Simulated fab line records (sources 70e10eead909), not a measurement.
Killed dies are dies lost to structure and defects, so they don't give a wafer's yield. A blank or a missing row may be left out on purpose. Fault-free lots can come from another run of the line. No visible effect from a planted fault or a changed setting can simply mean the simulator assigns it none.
fab line records + flow nandHarc
[record]
- lots = 11
- wafers = 33
- lastDay = 33
route steps=1302 shown A_STAIRCASE@728
lots that met no fault: from a run of the same line without faults
startH: hours from the record's first day to the start of the lot's first wafer shown + waitH: hours since the lot's step before + " repeats the value in the row above + L1.1+2: several wafers, shown together as one row + - either no value or no given start + * or withheld: withheld + < > ~ a bound
route shown NAME@n: NAME is a module with steps in the file, n the number in the route of the first one + usual: mean/standard deviation of fault-free wafers + same: alike in all rows + chamber/n: place in a boat + sites: readings site by site + _std_site: standard deviation of those values + _edge_site: outer sites' mean less inner sites' + radiusMm: how far each site lies from the wafer's centre + mask NAME#n: copy n + behind: the most recent tool/chamber to have shaped the wafer + hold: the reason the lot was held/the length of the hold in hours/how it ended + device: the n, p or np transistor that did not switch + end of line: the same wafers' tests at the end of the route + a step with no rows: only its recipe + killed: count of dies lost to structure and defects at first sort (not the wafer's yield) + map: a wafer's dies, x killed, . not, _ none there
set.NAME: setting as actually run; set.NAME@STEP: the setting as run at that earlier step + model.NAME: the simulator's own value behind a step, which no gauge read
steps of the route over a sample of lots; a table a step, a row a wafer
services: the hour from which a tool's chamber was out of use, counted from the record's first day as startH (under 0 if before that day), plus the number of hours and why
[[steps]]
[step NHARC_A_STAIRCASE_EXPOSE_214]
[recipe]
- na = 0.5
- doseMj = 31.26
- maskId = STAIR_3
[usual]
- exposureDoseMJCm2 = 31.25/0.03
- focusOffsetNm = 0.1/0.47
| lot.wafer | tool          | chamber | startH | waitH | mask      | exposureDoseMJCm2 | focusOffsetNm |
|-----------|---------------|---------|--------|-------|-----------|-------------------|---------------|
| L662.1    | krfScanner-01 | 0       | 362.97 | -     | STAIR_3#0 | 31.29             | -0.5          |
| L662.5    | "             | 0       | "      | "     | STAIR_3#0 | 31.23             | 0.1           |
| L662.6    | "             | 0       | "      | "     | STAIR_3#0 | 31.34             | 0.3           |
| L663.1    | krfScanner-01 | 0       | 367.65 | -     | STAIR_3#0 | 31.24             | -0.8          |
| L663.4    | "             | 0       | "      | "     | STAIR_3#0 | 31.23             | -0.3          |
| L663.5    | "             | 0       | "      | "     | STAIR_3#0 | 31.24             | 0.2           |
| L664.3    | krfScanner-03 | 0       | 371.97 | -     | STAIR_3#0 | 31.23             | -0.1          |
| L664.4    | "             | 0       | "      | "     | STAIR_3#0 | 31.28             | -0.1          |
| L664.6    | "             | 0       | "      | "     | STAIR_3#0 | 31.25             | 1.2           |
| L667.3    | krfScanner-01 | 0       | 416.46 | -     | STAIR_3#0 | 23.68             | -0.1          |
| L667.4    | "             | 0       | "      | "     | STAIR_3#0 | 23.63             | -0.2          |
| L667.5    | "             | 0       | "      | "     | STAIR_3#0 | 23.68             | -0.1          |
| L675.1    | krfScanner-04 | 0       | 505.86 | -     | STAIR_3#0 | 31.27             | 0.5           |
| L675.5    | "             | 0       | "      | "     | STAIR_3#0 | 31.21             | 0.0           |
| L675.6    | "             | 0       | "      | "     | STAIR_3#0 | 31.27             | 0.2           |
| L674.2    | krfScanner-01 | 0       | 508.34 | -     | STAIR_3#0 | 23.64             | -0.2          |
| L674.4    | "             | 0       | "      | "     | STAIR_3#0 | 23.66             | 0.0           |
| L674.6    | "             | 0       | "      | "     | STAIR_3#0 | 23.65             | 0.7           |
| L678.2    | krfScanner-03 | 0       | 516.58 | -     | STAIR_3#0 | 31.23             | 0.9           |
| L678.3    | "             | 0       | "      | "     | STAIR_3#0 | 31.23             | 1.0           |
| L678.4    | "             | 0       | "      | "     | STAIR_3#0 | 31.21             | 0.9           |
| L680.1    | krfScanner-03 | 0       | 535.06 | -     | STAIR_3#0 | 31.30             | 0.9           |
| L680.2    | "             | 0       | "      | "     | STAIR_3#0 | 31.29             | 0.4           |
| L680.5    | "             | 0       | "      | "     | STAIR_3#0 | 31.25             | 0.7           |
| L679.2    | krfScanner-04 | 0       | 535.47 | -     | STAIR_3#0 | 31.22             | -0.4          |
| L679.5    | "             | 0       | "      | "     | STAIR_3#0 | 31.25             | 0.1           |
| L679.6    | "             | 0       | "      | "     | STAIR_3#0 | 31.24             | 0.4           |
| L681.2    | krfScanner-04 | 0       | 547.85 | -     | STAIR_3#0 | 31.24             | 0.7           |
| L681.4    | "             | 0       | "      | "     | STAIR_3#0 | 31.24             | 0.6           |
| L681.5    | "             | 0       | "      | "     | STAIR_3#0 | 31.25             | 0.5           |
| L683.3    | krfScanner-04 | 0       | 591.00 | -     | STAIR_3#0 | 31.23             | -0.2          |
| L683.5    | "             | 0       | "      | "     | STAIR_3#0 | 31.25             | -0.4          |
| L683.6    | "             | 0       | "      | "     | STAIR_3#0 | 31.23             | 0.5           |
[step NHARC_A_STAIRCASE_DESCUM_219]
[recipe]
- timeS = 3
- o2FlowSccm = 200
- arFlowSccm = 0
- biasPowerW = 0
- chemistry = O2
[usual]
- drypumpMotorCurrentA = 5.8/0.34
- oesProductAu = 0.999/0.013
- rfVppV = 57.7/0.9
- showerheadPlenumPTorr = 1.89/0.088
- throttleValvePct = 11.311/0.009
| lot.wafer | tool       | chamber | startH | waitH | drypumpMotorCurrentA | oesProductAu | rfHoursCounterH | rfVppV | showerheadPlenumPTorr | throttleValvePct |
|-----------|------------|---------|--------|-------|----------------------|--------------|-----------------|--------|-----------------------|------------------|
| L662.1    | rieDiel-01 | 0       | 363.34 | -     | 5.9                  | 0.997        | 47              | 58.4   | 1.94                  | 11.288           |
| L662.5    | "          | 0       | "      | "     | 5.9                  | 1.006        | -               | 57.8   | 1.94                  | 11.313           |
| L662.6    | "          | 1       | "      | "     | 5.6                  | 1.011        | -               | 57.5   | 1.98                  | 11.301           |
| L663.1    | rieDiel-03 | 0       | 368.05 | -     | 6.2                  | 1.005        | 28              | 57.2   | 1.78                  | 11.315           |
| L663.4    | "          | 1       | "      | "     | 5.7                  | 1.016        | 22              | 58.4   | 1.94                  | 11.305           |
| L663.5    | "          | 2       | "      | "     | 6.2                  | 1.004        | -               | 59.0   | 1.81                  | 11.322           |
| L664.3    | rieDiel-03 | 3       | 372.35 | -     | 5.4                  | 1.021        | 34              | 57.2   | 1.83                  | 11.316           |
| L664.4    | "          | 0       | "      | "     | 6.2                  | 0.995        | 30              | 55.7   | 1.77                  | 11.305           |
| L664.6    | "          | 2       | "      | "     | 6.2                  | 1.014        | -               | 57.1   | 1.81                  | 11.318           |
| L667.3    | rieDiel-13 | 0       | 418.78 | -     | 5.9                  | 0.987        | 10              | 58.8   | 1.97                  | 11.312           |
| L667.4    | "          | 1       | "      | "     | 5.6                  | 0.998        | 15              | 56.6   | 1.98                  | 11.308           |
| L667.5    | "          | 3       | "      | "     | 5.1                  | 0.990        | -               | 58.4   | 1.81                  | 11.314           |
| L675.1    | rieDiel-01 | 0       | 506.24 | -     | 5.9                  | 1.000        | 41              | 57.7   | 1.93                  | 11.328           |
| L675.5    | "          | 0       | "      | "     | 5.9                  | 0.994        | -               | 57.4   | 1.93                  | 11.306           |
| L675.6    | "          | 1       | "      | "     | 5.6                  | 1.011        | -               | 59.2   | 1.97                  | 11.306           |
| L674.4    | rieDiel-13 | 0       | 508.94 | -     | 5.9                  | 0.985        | 46              | 57.2   | 1.96                  | 11.320           |
| L674.2    | "          | 3       | "      | "     | 5.1                  | 0.988        | 54              | 58.7   | 1.80                  | 11.292           |
| L674.6    | "          | 0       | "      | "     | 5.9                  | 0.989        | -               | 57.9   | 1.96                  | 11.304           |
| L678.3    | rieDiel-01 | 3       | 516.95 | -     | 6.3                  | 0.989        | 39              | 56.1   | 1.79                  | 11.310           |
| L678.2    | "          | 1       | "      | "     | 5.7                  | 1.021        | 41              | 57.7   | 1.97                  | 11.302           |
| L678.4    | "          | 2       | "      | "     | 5.9                  | 1.000        | 36              | 56.8   | 1.87                  | 11.310           |
| L680.2    | rieDiel-13 | 2       | 535.43 | -     | 6.1                  | 0.994        | 1               | 57.2   | 2.02                  | 11.315           |
| L680.1    | "          | 0       | "      | "     | 5.9                  | 0.980        | 1               | 57.2   | 1.96                  | 11.299           |
| L680.5    | "          | 3       | "      | "     | 5.1                  | 0.985        | -               | 60.0   | 1.80                  | 11.316           |
| L679.2    | rieDiel-01 | 2       | 535.87 | -     | 5.9                  | 0.988        | 44              | 57.2   | 1.86                  | 11.308           |
| L679.6    | "          | 3       | "      | "     | 6.3                  | 0.974        | -               | 57.6   | 1.79                  | 11.312           |
| L679.5    | "          | 0       | "      | "     | 5.9                  | 0.983        | -               | 58.3   | 1.92                  | 11.312           |
| L681.2    | rieDiel-01 | 2       | 548.24 | -     | 5.9                  | 0.994        | 47              | 58.4   | 1.86                  | 11.301           |
| L681.4    | "          | 3       | "      | "     | 6.3                  | 0.995        | -               | 56.3   | 1.78                  | 11.310           |
| L681.5    | "          | 2       | "      | "     | 5.9                  | 0.995        | -               | 57.7   | 1.86                  | 11.310           |
| L683.3    | rieDiel-13 | 2       | 591.38 | -     | 6.1                  | 1.007        | 22              | 58.5   | 2.01                  | 11.307           |
| L683.6    | "          | 2       | "      | "     | 6.0                  | 1.006        | -               | 59.0   | 2.01                  | 11.317           |
| L683.5    | "          | 3       | "      | "     | 5.1                  | 0.988        | -               | 57.6   | 1.79                  | 11.295           |
[step NHARC_A_STAIRCASE_TRIM_222]
[recipe]
- timeS = 211.2
- o2FlowSccm = 500
- arFlowSccm = 0
- biasW = 0
- chemistry = O2
[usual]
- drypumpMotorCurrentA = 5.8/0.32
- oesProductAu = 0.999/0.013
- rfVppV = 57.7/0.88
- showerheadPlenumPTorr = 3.50/0.15
- throttleValvePct = 17.037/0.0092
| lot.wafer | tool       | chamber | startH | waitH | drypumpMotorCurrentA | oesProductAu | rfHoursCounterH | rfVppV | showerheadPlenumPTorr | throttleValvePct |
|-----------|------------|---------|--------|-------|----------------------|--------------|-----------------|--------|-----------------------|------------------|
| L662.1    | rieDiel-01 | 0       | -      | -     | 5.9                  | 0.996        | 47              | 57.0   | 3.58                  | 17.045           |
| L662.5    | "          | 0       | "      | "     | 5.9                  | 0.992        | -               | 58.7   | 3.58                  | 17.052           |
| L662.6    | "          | 1       | "      | "     | 5.7                  | 1.006        | -               | 58.8   | 3.65                  | 17.036           |
| L663.1    | rieDiel-03 | 3       | -      | -     | 5.4                  | 1.032        | 30              | 55.5   | 3.39                  | 17.029           |
| L663.4    | "          | 0       | "      | "     | 6.2                  | 1.008        | 28              | 56.3   | 3.29                  | 17.027           |
| L663.5    | "          | 1       | "      | "     | 5.7                  | 1.026        | -               | 59.7   | 3.57                  | 17.040           |
| L664.4    | rieDiel-03 | 3       | -      | -     | 5.4                  | 1.019        | 34              | 56.9   | 3.38                  | 17.044           |
| L664.3    | "          | 0       | "      | "     | 6.2                  | 1.011        | 30              | 57.1   | 3.29                  | 17.026           |
| L664.6    | "          | 1       | "      | "     | 5.7                  | 1.022        | -               | 57.8   | 3.57                  | 17.021           |
| L667.3    | rieDiel-13 | 2       | -      | -     | 6.1                  | 0.991        | 17              | 58.6   | 3.73                  | 17.041           |
| L667.4    | "          | 3       | "      | "     | 5.1                  | 0.983        | 17              | 56.9   | 3.35                  | 17.033           |
| L667.5    | "          | 1       | "      | "     | 5.6                  | 0.999        | -               | 57.7   | 3.65                  | 17.036           |
| L675.1    | rieDiel-01 | 3       | -      | -     | 6.3                  | 0.986        | 35              | 57.8   | 3.32                  | 17.041           |
| L675.6    | "          | 0       | "      | "     | 5.9                  | 0.993        | -               | 56.8   | 3.55                  | 17.031           |
| L675.5    | "          | 1       | "      | "     | 5.7                  | 1.000        | -               | 58.7   | 3.62                  | 17.041           |
| L674.4    | rieDiel-13 | 1       | -      | -     | 5.6                  | 1.001        | 47              | 57.2   | 3.63                  | 17.059           |
| L674.2    | "          | 2       | "      | "     | 6.1                  | 0.999        | 50              | 58.5   | 3.72                  | 17.035           |
| L674.6    | "          | 2       | "      | "     | 6.1                  | 0.998        | -               | 58.1   | 3.71                  | 17.044           |
| L678.3    | rieDiel-01 | 2       | -      | -     | 5.9                  | 0.992        | 36              | 57.8   | 3.45                  | 17.029           |
| L678.4    | "          | 3       | "      | "     | 6.3                  | 0.985        | 39              | 57.8   | 3.31                  | 17.034           |
| L678.2    | "          | 0       | "      | "     | 5.9                  | 0.989        | 45              | 58.6   | 3.55                  | 17.030           |
| L680.1    | rieDiel-13 | 2       | -      | -     | 6.1                  | 0.984        | 1               | 57.8   | 3.71                  | 17.031           |
| L680.2    | "          | 3       | "      | "     | 5.1                  | 0.986        | 1               | 60.0   | 3.33                  | 17.038           |
| L680.5    | "          | 2       | "      | "     | 6.1                  | 0.986        | -               | 59.6   | 3.71                  | 17.038           |
| L679.2    | rieDiel-01 | 0       | -      | -     | 6.0                  | 0.991        | 52              | 58.3   | 3.55                  | 17.048           |
| L679.5    | "          | 0       | "      | "     | 6.0                  | 0.996        | -               | 58.5   | 3.55                  | 17.046           |
| L679.6    | "          | 1       | "      | "     | 5.7                  | 1.014        | -               | 57.1   | 3.62                  | 17.049           |
| L681.2    | rieDiel-01 | 3       | -      | -     | 6.4                  | 0.978        | 50              | 57.7   | 3.31                  | 17.042           |
| L681.5    | "          | 3       | "      | "     | 6.3                  | 0.994        | -               | 56.9   | 3.31                  | 17.030           |
| L681.4    | "          | 1       | "      | "     | 5.7                  | 1.021        | -               | 58.7   | 3.61                  | 17.039           |
| L683.3    | rieDiel-13 | 3       | -      | -     | 5.1                  | 0.981        | 21              | 58.0   | 3.32                  | 17.031           |
| L683.5    | "          | 0       | "      | "     | 5.9                  | 0.989        | -               | 59.8   | 3.59                  | 17.041           |
| L683.6    | "          | 1       | "      | "     | 5.5                  | 0.970        | -               | 57.5   | 3.62                  | 17.025           |
[step NHARC_A_STAIRCASE_TRIM_229]
[recipe]
- timeS = 211.2
- o2FlowSccm = 500
- arFlowSccm = 0
- biasW = 0
- chemistry = O2
[usual]
- drypumpMotorCurrentA = 5.8/0.35
- oesProductAu = 0.999/0.011
- rfVppV = 57.7/0.91
- showerheadPlenumPTorr = 3.50/0.15
- throttleValvePct = 17.036/0.0099
| lot.wafer | tool       | chamber | startH | waitH | drypumpMotorCurrentA | oesProductAu | rfHoursCounterH | rfVppV | showerheadPlenumPTorr | throttleValvePct |
|-----------|------------|---------|--------|-------|----------------------|--------------|-----------------|--------|-----------------------|------------------|
| L662.1    | rieDiel-01 | 3       | 364.88 | 0.1   | 6.4                  | 0.991        | 51              | 57.3   | 3.34                  | 17.046           |
| L662.6    | "          | 3       | "      | "     | 6.3                  | 0.991        | -               | 56.6   | 3.34                  | 17.026           |
| L662.5    | "          | 0       | "      | "     | 5.9                  | 0.998        | -               | 56.7   | 3.58                  | 17.044           |
| L663.1    | rieDiel-13 | 0       | 369.14 | 0.1   | 5.9                  | 0.996        | 5               | 59.0   | 3.63                  | 17.025           |
| L663.4    | "          | 1       | "      | "     | 5.6                  | 1.015        | 5               | 58.4   | 3.66                  | 17.021           |
| L663.5    | "          | 0       | "      | "     | 5.9                  | 0.996        | -               | 57.7   | 3.63                  | 17.032           |
| L664.3    | rieDiel-03 | 2       | 373.46 | 0.1   | 6.2                  | 1.007        | 30              | 58.4   | 3.35                  | 17.059           |
| L664.4    | "          | 3       | "      | "     | 5.4                  | 1.010        | 34              | 57.4   | 3.38                  | 17.045           |
| L664.6    | "          | 1       | "      | "     | 5.7                  | 1.014        | -               | 56.9   | 3.57                  | 17.056           |
| L667.4    | rieDiel-01 | 2       | 420.80 | 0.1   | 5.9                  | 0.995        | 8               | 57.7   | 3.46                  | 17.027           |
| L667.3    | "          | 3       | "      | "     | 6.3                  | 0.981        | 8               | 55.5   | 3.33                  | 17.028           |
| L667.5    | "          | 3       | "      | "     | 6.4                  | 0.985        | -               | 57.9   | 3.33                  | 17.035           |
| L675.1    | rieDiel-01 | 0       | 508.18 | 0.1   | 5.9                  | 0.991        | 42              | 59.1   | 3.55                  | 17.012           |
| L675.6    | "          | 1       | "      | "     | 5.7                  | 1.008        | -               | 57.1   | 3.62                  | 17.035           |
| L675.5    | "          | 2       | "      | "     | 5.9                  | 1.004        | -               | 57.4   | 3.45                  | 17.050           |
| L674.2    | rieDiel-13 | 3       | 510.39 | 0.1   | 5.1                  | 0.995        | 54              | 55.2   | 3.33                  | 17.039           |
| L674.4    | "          | 2       | "      | "     | 6.1                  | 1.003        | 50              | 59.0   | 3.72                  | 17.026           |
| L674.6    | "          | 0       | "      | "     | 5.9                  | 0.981        | -               | 57.7   | 3.60                  | 17.028           |
| L678.2    | rieDiel-13 | 0       | 518.61 | 0.1   | 5.9                  | 0.977        | 49              | 56.9   | 3.60                  | 17.050           |
| L678.3    | "          | 1       | "      | "     | 5.5                  | 0.996        | -               | 56.6   | 3.63                  | 17.035           |
| L678.4    | "          | 0       | "      | "     | 5.9                  | 0.987        | -               | 59.5   | 3.60                  | 17.033           |
| L680.1    | rieDiel-13 | 0       | 536.56 | 0.1   | 5.9                  | 0.989        | 2               | 58.1   | 3.60                  | 17.049           |
| L680.2    | "          | 1       | "      | "     | 5.5                  | 0.991        | 2               | 56.5   | 3.63                  | 17.051           |
| L680.5    | "          | 3       | "      | "     | 5.1                  | 0.993        | -               | 56.8   | 3.33                  | 17.035           |
| L679.2    | rieDiel-01 | 3       | 536.97 | 0.1   | 6.4                  | 0.994        | 47              | 58.7   | 3.31                  | 17.035           |
| L679.6    | "          | 2       | "      | "     | 5.9                  | 0.998        | -               | 57.7   | 3.44                  | 17.013           |
| L679.5    | "          | 3       | "      | "     | 6.4                  | 0.993        | -               | 56.7   | 3.31                  | 17.047           |
| L681.2    | rieDiel-01 | 1       | 549.55 | 0.1   | 5.7                  | 1.026        | 53              | 57.6   | 3.61                  | 17.033           |
| L681.4    | "          | 3       | "      | "     | 6.4                  | 0.979        | -               | 58.5   | 3.31                  | 17.034           |
| L681.5    | "          | 1       | "      | "     | 5.6                  | 1.014        | -               | 57.7   | 3.61                  | 17.032           |
| L683.3    | rieDiel-01 | 0       | 592.54 | 0.1   | 5.9                  | 0.989        | 11              | 56.2   | 3.54                  | 17.033           |
| L683.5    | "          | 2       | "      | "     | 6.0                  | 0.999        | -               | 57.5   | 3.44                  | 17.044           |
| L683.6    | "          | 3       | "      | "     | 6.3                  | 1.007        | -               | 55.0   | 3.30                  | 17.045           |
[[services]]
| tool          | chamber | startH | hours | kind   |
|---------------|---------|--------|-------|--------|
| rieDiel-03    | -       | 339.64 | 0.6   | repair |
| rieDiel-01    | 0       | 339.93 | -     | clean  |
| rieDiel-13    | -       | 343.02 | 9.0   | pm     |
| krfScanner-04 | -       | 346.65 | 1.0   | repair |
| krfScanner-04 | -       | 354.00 | 4.0   | pm     |
| rieDiel-01    | -       | 380.82 | 9.0   | pm     |
| krfScanner-03 | -       | 395.89 | 0.6   | repair |
| krfScanner-01 | -       | 396.45 | 0.7   | repair |
| rieDiel-01    | -       | 396.72 | 0.4   | repair |
| krfScanner-03 | -       | 399.91 | 4.0   | pm     |
| rieDiel-13    | 0       | 401.64 | 10.6  | repair |
| rieDiel-03    | -       | 461.71 | 9.0   | pm     |
| krfScanner-04 | -       | 480.04 | 14.1  | repair |
| krfScanner-01 | -       | 484.00 | 4.0   | pm     |
| rieDiel-13    | 1       | 485.28 | 3.4   | repair |
| rieDiel-13    | 3       | 517.00 | 2.9   | repair |
| rieDiel-13    | 2       | 518.14 | 4.1   | repair |
| rieDiel-13    | -       | 520.08 | 9.0   | pm     |
| krfScanner-04 | -       | 526.00 | 4.0   | pm     |
| krfScanner-03 | -       | 560.68 | 0.4   | repair |
| rieDiel-03    | 2       | 563.07 | 2.6   | repair |
| krfScanner-03 | -       | 571.91 | 4.0   | pm     |
| rieDiel-01    | 2       | 573.91 | 10.4  | repair |
| rieDiel-13    | -       | 586.75 | 0.2   | repair |
[[key]]
[firstSign]
- step = NHARC_A_STAIRCASE_EXPOSE_214
- reading = exposureDoseMJCm2
- direction = down
- sigmas = 99+
- usual = 31.25
- struck = 23.66
effect none on later readings
metAt NHARC_A_STAIRCASE_EXPOSE_214
struckLots L667,L674
testerLeftOut L667,L674
notActingAt NHARC_A_STAIRCASE_DESCUM_219,NHARC_A_STAIRCASE_TRIM_222,NHARC_A_STAIRCASE_TRIM_229
onsetBetween 367.65 416.46
[fault]
- kind = processParameterDrift
- tool = krfScanner-01
- chamber = -
- onsetH = 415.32
- steps = NHARC_A_STAIRCASE_EXPOSE_214
- channel = doseMj
- offset = -7.6044
- shape = step
- actsIn = theseRecipesOnly
- stated = 31.26
// testerLeftOut: of these lots the tester's yield and bins aren't shown, on N5 and GAA mostly nor the transistor test; their killed dies are dies lost to structure and defects alone, not to doping, threshold or leakage, so they don't give the yield
